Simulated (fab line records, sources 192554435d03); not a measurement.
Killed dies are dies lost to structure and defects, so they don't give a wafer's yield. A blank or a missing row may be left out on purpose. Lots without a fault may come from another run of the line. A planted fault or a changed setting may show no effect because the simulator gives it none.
One fault seen from 3 desks | flow n5_finfet | each desk has only its own numbers; what lay behind them comes last

THE METROLOGY DESK
What the gauges read, lot by lot, whatever tool the lot ran on: means of the sampled wafers that have a number. A lot is out of limits, marked OUT, if its mean lies more than 4 standard deviations from the usual mean; the brackets give that distance. Of its 13 readings 7 are shown: those that lie furthest out on some lot.
Columns: A = thk_nm at N5_BEOL_M0_SAQP_THK_MEAS_05, usual 59.9 nm; B = cd_nm at N5_BEOL_M0_SAQP_CD_MEAS_14, usual 42.4 nm; C = DIBL_P at N5_BEOL_M4_RC_MEAS_101, usual 36.2 mV/V; D = ION_N at N5_BEOL_M4_RC_MEAS_101, usual 679 uA/um; E = SS_N at N5_BEOL_M4_RC_MEAS_101, usual 71.4 mV/dec; F = SS_P at N5_BEOL_M4_RC_MEAS_101, usual 73.3 mV/dec; G = VT_N at N5_BEOL_M4_RC_MEAS_101, usual 249 mV
lot  | first seen here | A    | B    | C    | D   | E    | F    | G
L770 | day 6 10:01     | 59.6 | 42.1 | 36.5 | 680 | 71.7 | 73.7 | 248
L771 | day 6 10:03     | 59.9 | 42.7 | 34.0 | 676 | 70.8 | 72.5 | 251
L776 | day 7 00:52     | 61.1 | 42.3 | 36.1 | 682 | 71.4 | 73.6 | 250
L779 | day 7 19:52     | 59.5 | 42.6 | 36.4 | 666 | 71.2 | 73.6 | 253
L791 | day 10 22:01    | 59.8 | 42.1 | 36.2 | 692 | 71.3 | 73.6 | 247
L792 | day 11 15:04    | 59.5 | 41.8 | 38.6 | 679 | 71.3 | 73.2 | 249
This desk's finding: nothing out of limits on any of the 6 lots.

THE DEFECT DESK
What the inspections along the route counted, lot by lot: means of the sampled wafers that have a number. A lot is out of limits, marked OUT, if its mean lies more than 4 standard deviations from the usual mean; the brackets give that distance.
Columns: A = raw_defect_count at N5_BEOL_M0_SAQP_INSPECT_16, usual 527
lot  | first seen here | A
L770 | day 6 10:34     | 416
L771 | day 6 10:43     | 408
L776 | day 7 01:26     | 370
L779 | day 7 20:24     | 493
L791 | day 10 22:33    | 399
L792 | day 11 15:44    | 561
This desk's finding: nothing out of limits on any of the 6 lots.

THE TOOL OWNER'S DESK: litho_track-05
The tool's own readings at N5_BEOL_M0_SAQP_COAT_08 (resist thk 90 nm): means of the sampled wafers that have a number, for each lot that ran on this tool. A lot is out of limits, marked OUT, if its mean lies more than 4 standard deviations from the usual mean; the brackets give that distance.
Columns: A = spin_speed_rpm at N5_BEOL_M0_SAQP_COAT_08, usual 1500.0 rpm
lot  | first seen here | A
L770 | day 6 10:13     | 1500.8
L776 | day 7 00:59     | 1563.6 (+66) OUT
L779 | day 7 19:59     | 1563.0 (+66) OUT
L792 | day 11 15:11    | 1500.1
This desk's finding: out of limits on L776, L779; first on L776, day 7 00:59 (spin_speed_rpm at N5_BEOL_M0_SAQP_COAT_08). In limits: L770, L792.

PUT TOGETHER
The tool owner's desk could have raised an alarm at day 7 00:59, on L776, L779.
The metrology desk saw nothing out of limits.
The defect desk saw nothing out of limits.
The metrology desk has L776, L779 on record, within its limits.
The defect desk has L776, L779 on record, within its limits.
Of the lots named, all ran N5_BEOL_M0_SAQP_COAT_08 on litho_track-05.

WHAT THE SIMULATOR HAD PUT IN
Process parameter drift: litho_track-05, from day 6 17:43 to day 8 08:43, at N5_BEOL_M0_SAQP_COAT_08. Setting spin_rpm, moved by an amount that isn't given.
Lots struck among those shown: L776, L779.
Hours from the fault's start to each desk's first reading out of limits: the tool owner's desk, 7.
